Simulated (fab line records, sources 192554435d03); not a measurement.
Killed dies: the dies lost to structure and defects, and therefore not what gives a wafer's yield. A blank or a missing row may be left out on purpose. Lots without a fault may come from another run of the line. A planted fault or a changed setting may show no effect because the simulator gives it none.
fab line records -- flow n5-finfet
record: lots: 7, wafers: 39
route steps=1938 shown SD_EPI_N@288 SD_EPI_P@321 SD_ACTIVATION@330
start-h: the number of hours between the record's first day and the start of the first shown wafer of the lot -- wait-h: how many hours have passed since the lot's step before this one -- " unchanged from the row above -- L1.1+2: several wafers, shown together as one row -- - no value, or no start given -- * or withheld: withheld -- < > ~ a bound
route shown NAME@n: NAME is a module with steps in the file, n the number in the route of the first one -- usual: average and standard deviation across the fault-free wafers -- same: alike in all rows -- chamber/n: place in a boat -- sites: per-site readings -- _std_site: standard deviation across them -- _edge_site: mean of outer sites minus mean of inner sites -- radius-mm: for every site, how far away it sits from the centre of the wafer -- mask NAME#n: copy n -- behind: the most recent tool/chamber to have shaped the wafer -- hold: what put the lot on hold/how long, in hours/how the hold closed -- device: which transistor (n, p or np) failed to switch -- end of line: the route-end tests of the same wafers -- for a step that has no rows: nothing shown but its recipe -- killed: at the first sort, the dies lost to defects and structure; wafer yield is something else -- map: the dies of a wafer, with x for killed, . for not killed, _ for no die there
set.NAME: the setting that was run; set.NAME@STEP: the one run at that earlier step -- model.NAME: the simulator's own value behind a step, which no gauge read
lots where settings were altered on purpose, with a table for each step and a row for each wafer
== steps ==
step: N5_SD_EPI_N_EPI_21
recipe: material: Si:P, dopant: P, temp-c: 680, pressure-torr: 255, time-s: 690
lot.wafer,tool,chamber,start-h,wait-h,set.time-s,model.Si-P_of_SD_EPI_N_EPI_21.thk-nm
L074.1,epi-rpcvd-03,0,50.52,0.3,779.6,62.4
L074.2,epi-rpcvd-03,0,50.52,0.3,690,58.2
L074.3+4,epi-rpcvd-03,0,50.52,0.3,690,58.4
L074.5+6,epi-rpcvd-03,0,50.52,0.3,779.6,63.4
L075.1,epi-rpcvd-04,0,57.47,0.2,690,58.2
L075.2,epi-rpcvd-04,0,57.47,0.2,690,58.4
L075.3,epi-rpcvd-04,0,57.47,0.2,690,58.8
L075.4+6,epi-rpcvd-04,0,57.47,0.2,690,58.6
L075.5,epi-rpcvd-04,0,57.47,0.2,690,58
L083.1,epi-rpcvd-03,0,105.56,0.1,561,51
L083.2+3,epi-rpcvd-03,0,105.56,0.1,690,58.8
L083.4,epi-rpcvd-03,0,105.56,0.1,561,51.8
L083.5,epi-rpcvd-03,0,105.56,0.1,690,59
L083.6,epi-rpcvd-03,0,105.56,0.1,561,51.6
L084.1,epi-rpcvd-04,0,111.66,0.1,690,59
L084.2,epi-rpcvd-04,0,111.66,0.1,690,60
L084.3,epi-rpcvd-04,0,111.66,0.1,808.7,66
L084.4+5,epi-rpcvd-04,0,111.66,0.1,808.7,66.8
L084.6,epi-rpcvd-04,0,111.66,0.1,690,59.6
L089.1+6,epi-rpcvd-02,0,147.56,0.1,743.1,62.8
L089.2,epi-rpcvd-02,0,147.56,0.1,690,60.2
L089.3,epi-rpcvd-02,0,147.56,0.1,690,59.4
L089.4,epi-rpcvd-02,0,147.56,0.1,743.1,62
L089.5,epi-rpcvd-02,0,147.56,0.1,690,60.4
L093.1,epi-rpcvd-02,0,164.44,0.2,690,60.4
L093.2,epi-rpcvd-02,0,164.44,0.2,690,60
L093.5,epi-rpcvd-02,0,165.94,1.5,690,59.6
L094.1+6,epi-rpcvd-04,0,171.30,0.1,690,60.2
L094.2,epi-rpcvd-04,0,171.30,0.1,690,60.4
L094.3,epi-rpcvd-04,0,171.30,0.1,575.4,53.2
L094.4,epi-rpcvd-04,0,171.30,0.1,575.4,54.2
L094.5,epi-rpcvd-04,0,171.30,0.1,575.4,54
step: N5_SD_EPI_N_EPI_MEAS_23
recipe: mode: xrd
usual: thk-nm: 59.1/1.3
lot.wafer,tool,chamber,start-h,wait-h,set.time-s@SD_EPI_N_EPI_21,thk-nm
L074.1,film-metro-02,-,53.55,2.5,779.6,61.2
L074.2,film-metro-02,-,53.55,2.5,690,58.3
L074.3,film-metro-02,-,53.55,2.5,690,60.2
L074.4,film-metro-02,-,53.55,2.5,690,59.5
L074.5,film-metro-02,-,53.55,2.5,779.6,64.1
L074.6,film-metro-02,-,53.55,2.5,779.6,64.6
L075.1,film-metro-01,-,59.77,1.9,690,59.4
L075.2,film-metro-01,-,59.77,1.9,690,59.1
L075.3,film-metro-01,-,59.77,1.9,690,57.7
L075.4,film-metro-01,-,59.77,1.9,690,58.3
L075.5,film-metro-01,-,59.77,1.9,690,58.0
L075.6,film-metro-01,-,59.77,1.9,690,58.3
L083.1,film-metro-01,-,107.28,1.5,561,49.4
L083.2,film-metro-01,-,107.28,1.5,690,59.5
L083.3,film-metro-01,-,107.28,1.5,690,61.1
L083.4,film-metro-01,-,107.28,1.5,561,50.5
L083.5,film-metro-01,-,107.28,1.5,690,58.6
L083.6,film-metro-01,-,107.28,1.5,561,53.4
L084.1,film-metro-01,-,113.39,1.5,690,60.8
L084.2,film-metro-01,-,113.39,1.5,690,60.7
L084.3,film-metro-01,-,113.39,1.5,808.7,64.6
L084.4,film-metro-01,-,113.39,1.5,808.7,67.1
L084.5,film-metro-01,-,113.39,1.5,808.7,65.5
L084.6,film-metro-01,-,113.39,1.5,690,58.7
L089.1,film-metro-01,-,149.27,1.4,743.1,62.8
L089.2,film-metro-01,-,149.27,1.4,690,59.7
L089.3,film-metro-01,-,149.27,1.4,690,57.5
L089.4,film-metro-01,-,149.27,1.4,743.1,63.2
L089.5,film-metro-01,-,149.27,1.4,690,60.8
L089.6,film-metro-01,-,149.27,1.4,743.1,62.6
L093.1,film-metro-02,-,166.72,1.9,690,61.7
L093.2,film-metro-02,-,166.72,1.9,690,60.4
L093.5,film-metro-02,-,166.72,1.9,690,59.7
L094.1,film-metro-02,-,173.01,1.4,690,60.2
L094.2,film-metro-02,-,173.01,1.4,690,59.8
L094.3,film-metro-02,-,173.01,1.4,575.4,54.9
L094.4,film-metro-02,-,173.01,1.4,575.4,53.4
L094.5,film-metro-02,-,173.01,1.4,575.4,55.6
L094.6,film-metro-02,-,173.01,1.4,690,58.1
step: N5_SD_EPI_P_EPI_21
recipe: material: SiGe:B, dopant: B, temp-c: 550, pressure-torr: 20, ambient: H2, time-s: 355
lot.wafer,tool,chamber,start-h,wait-h,set.dopant-conc-cm3
L074.1+2+3+4+5+6,epi-rpcvd-03,0,56.31,0.3,3e+20
L075.1+3+6,epi-rpcvd-01,0,62.29,0.2,3.438e+20
L075.2+4+5,epi-rpcvd-01,0,62.29,0.2,3e+20
L083.1+2+4,epi-rpcvd-03,0,109.67,0.1,3e+20
L083.3+5+6,epi-rpcvd-03,0,109.67,0.1,2.638e+20
L084.1+5+6,epi-rpcvd-04,0,116.08,0.2,3e+20
L084.2+3+4,epi-rpcvd-04,0,116.08,0.2,3.136e+20
L089.1+2+6,epi-rpcvd-01,0,151.66,0.1,2.791e+20
L089.3+4+5,epi-rpcvd-01,0,151.66,0.1,3e+20
L093.1+2+5,epi-rpcvd-03,0,169.43,0.1,3e+20
L094.1+5+6,epi-rpcvd-03,0,175.28,0.1,2.744e+20
L094.2+3+4,epi-rpcvd-03,0,175.28,0.1,3e+20
step: N5_SD_EPI_P_HM_STRIP_48
recipe: chemistry: H3PO4, temp-c: 160, material: SiNx, target: SiNx, target-depth-a: 30, overetch-fraction: 0.3
lot.wafer,tool,chamber,start-h,wait-h,set.time-s@SD_EPI_N_EPI_21,model.Si-P_of_SD_EPI_N_EPI_21.thk-nm
L074.1,wet-bench-04,3,60.22,0.0,779.6,61.6
L074.2+4,wet-bench-04,"4,5",60.22,0.0,690,57.6
L074.3,wet-bench-04,1,60.22,0.0,690,57.8
L074.5+6,wet-bench-04,"2,0",60.22,0.0,779.6,62.6
L075.1+5,wet-bench-04,"4,0",65.24,0.0,690,57.4
L075.2+4,wet-bench-04,"5,3",65.24,0.0,690,57.8
L075.3,wet-bench-04,1,65.24,0.0,690,58.2
L075.6,wet-bench-04,2,65.24,0.0,690,58
L083.1,wet-bench-06,0,111.91,0.0,561,50.4
L083.2+3+5,wet-bench-06,"5,1,2",111.91,0.0,690,58.2
L083.4,wet-bench-06,3,111.91,0.0,561,51.2
L083.6,wet-bench-06,4,111.91,0.0,561,51
L084.1,wet-bench-06,4,119.04,0.0,690,58.4
L084.2,wet-bench-06,0,119.04,0.0,690,59.4
L084.3,wet-bench-06,3,119.04,0.0,808.7,65.2
L084.4+5,wet-bench-06,"2,1",119.04,0.0,808.7,66
L084.6,wet-bench-06,7,119.04,0.0,690,59
L089.1,wet-bench-05,0,153.89,0.0,743.1,62.2
L089.2,wet-bench-05,6,153.89,0.0,690,59.6
L089.3,wet-bench-05,7,153.89,0.0,690,58.8
L089.4,wet-bench-05,3,153.89,0.0,743.1,61.2
L089.5,wet-bench-05,5,153.89,0.0,690,59.8
L089.6,wet-bench-05,4,153.89,0.0,743.1,62
L093.1,wet-bench-04,2,171.67,0.0,690,59.8
L093.2,wet-bench-04,3,171.67,0.0,690,59.2
L093.5,wet-bench-04,4,171.67,0.0,690,58.8
L094.1+6,wet-bench-04,"1,5",177.51,0.0,690,59.6
L094.2,wet-bench-04,3,177.51,0.0,690,59.8
L094.3,wet-bench-04,4,177.51,0.0,575.4,52.6
L094.4,wet-bench-04,6,177.51,0.0,575.4,53.6
L094.5,wet-bench-04,2,177.51,0.0,575.4,53.4
step: N5_SD_EPI_P_SRD_49
recipe: dry: ipa-marangoni, time-s: 30, temp-c: 23, rinse-liquid: diw
step: N5_SD_EPI_P_PRECLEAN_24
recipe: chemistry: O3/DIW, time-s: 45, temp-c: 22, o3-ppm: 10
step: N5_SD_ACTIVATION_RTA_00
recipe: temp-c: 975, time-s: 0, ambient: N2, idle-temp-c: 600, ramp-up-c-per-s: 150, ramp-down-c-per-s: 60, cool-to-c: 600
step: N5_SD_ACTIVATION_LSA_01
recipe: temp-c: 1080, time-s: 0.0008, ambient: N2
step: N5_SD_ACTIVATION_RS_MEAS_03
recipe: thk-meas-gauge: four-point-probe
usual: RS_SD_N: 21.88/0.26, RS_SD_P: 55.9/0.83
lot.wafer,tool,chamber,start-h,wait-h,set.time-s@SD_EPI_N_EPI_21,set.dopant-conc-cm3@SD_EPI_P_EPI_21,RS_SD_N[ohm/sq],RS_SD_P[ohm/sq]
L074.1,film-metro-02,-,60.79,0.2,779.6,3e+20,20.63,56.2
L074.2,film-metro-02,-,60.79,0.2,690,3e+20,22.23,55.6
L074.3,film-metro-02,-,60.79,0.2,690,3e+20,22.16,55.7
L074.4,film-metro-02,-,60.79,0.2,690,3e+20,22.23,56.0
L074.5,film-metro-02,-,60.79,0.2,779.6,3e+20,20.44,55.8
L074.6,film-metro-02,-,60.79,0.2,779.6,3e+20,20.41,55.6
L075.1,film-metro-02,-,65.92,0.2,690,3.438e+20,22.10,50.2
L075.2,film-metro-02,-,65.92,0.2,690,3e+20,22.11,56.7
L075.3,film-metro-02,-,65.92,0.2,690,3.438e+20,21.89,50.0
L075.4,film-metro-02,-,65.92,0.2,690,3e+20,22.01,56.4
L075.5,film-metro-02,-,65.92,0.2,690,3e+20,22.09,57.0
L075.6,film-metro-02,-,65.92,0.2,690,3.438e+20,22.12,50.2
L083.1,film-metro-01,-,112.50,0.2,561,3e+20,25.38,55.0
L083.2,film-metro-01,-,112.50,0.2,690,3e+20,21.80,54.3
L083.3,film-metro-01,-,112.50,0.2,690,2.638e+20,21.64,62.3
L083.4,film-metro-01,-,112.50,0.2,561,3e+20,24.79,55.7
L083.5,film-metro-01,-,112.50,0.2,690,2.638e+20,21.85,62.2
L083.6,film-metro-01,-,112.50,0.2,561,2.638e+20,24.95,61.5
L084.1,film-metro-01,-,119.82,0.2,690,3e+20,21.99,56.0
L084.2,film-metro-01,-,119.82,0.2,690,3.136e+20,21.70,54.6
L084.3,film-metro-01,-,119.82,0.2,808.7,3.136e+20,19.65,53.9
L084.4,film-metro-01,-,119.82,0.2,808.7,3.136e+20,19.81,53.8
L084.5,film-metro-01,-,119.82,0.2,808.7,3e+20,19.74,54.9
L084.6,film-metro-01,-,119.82,0.2,690,3e+20,22.06,56.6
L089.1,film-metro-01,-,154.63,0.2,743.1,2.791e+20,20.74,59.6
L089.2,film-metro-01,-,154.63,0.2,690,2.791e+20,21.70,59.5
L089.3,film-metro-01,-,154.63,0.2,690,3e+20,22.00,55.7
L089.4,film-metro-01,-,154.63,0.2,743.1,3e+20,20.97,56.6
L089.5,film-metro-01,-,154.63,0.2,690,3e+20,21.49,55.8
L089.6,film-metro-01,-,154.63,0.2,743.1,2.791e+20,20.68,59.8
L093.1,film-metro-01,-,172.29,0.2,690,3e+20,21.38,56.1
L093.2,film-metro-01,-,172.29,0.2,690,3e+20,21.83,56.6
L093.5,film-metro-01,-,172.29,0.2,690,3e+20,22.01,56.3
L094.1,film-metro-01,-,178.09,0.2,690,2.744e+20,21.63,61.3
L094.2,film-metro-01,-,178.09,0.2,690,3e+20,21.57,55.8
L094.3,film-metro-01,-,178.09,0.2,575.4,3e+20,24.43,55.9
L094.4,film-metro-01,-,178.09,0.2,575.4,3e+20,23.77,56.2
L094.5,film-metro-01,-,178.09,0.2,575.4,2.744e+20,23.95,60.6
L094.6,film-metro-01,-,178.09,0.2,690,2.744e+20,21.46,61.0
== key ==
split: step: N5_SD_EPI_N_EPI_21, setting: time-s, stated: 690, by: wafer
response: step: N5_SD_EPI_N_EPI_21, reading: model.Si-P_of_SD_EPI_N_EPI_21.thk-nm, change: +0.389, per: 1%, r: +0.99
response: step: N5_SD_EPI_N_EPI_MEAS_23, reading: thk-nm, change: *, per: 1%, r: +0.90
response: step: N5_SD_EPI_P_HM_STRIP_48, reading: model.Si-P_of_SD_EPI_N_EPI_21.thk-nm, change: +0.383, per: 1%, r: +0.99
response: step: N5_SD_ACTIVATION_RS_MEAS_03, reading: RS_SD_N, change: -0.148, per: 1%, r: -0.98
split: step: N5_SD_EPI_P_EPI_21, setting: dopant-conc-cm3, stated: 3e+20, by: wafer
response: step: N5_SD_ACTIVATION_RS_MEAS_03, reading: RS_SD_P, change: -0.512, per: 1%, r: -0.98
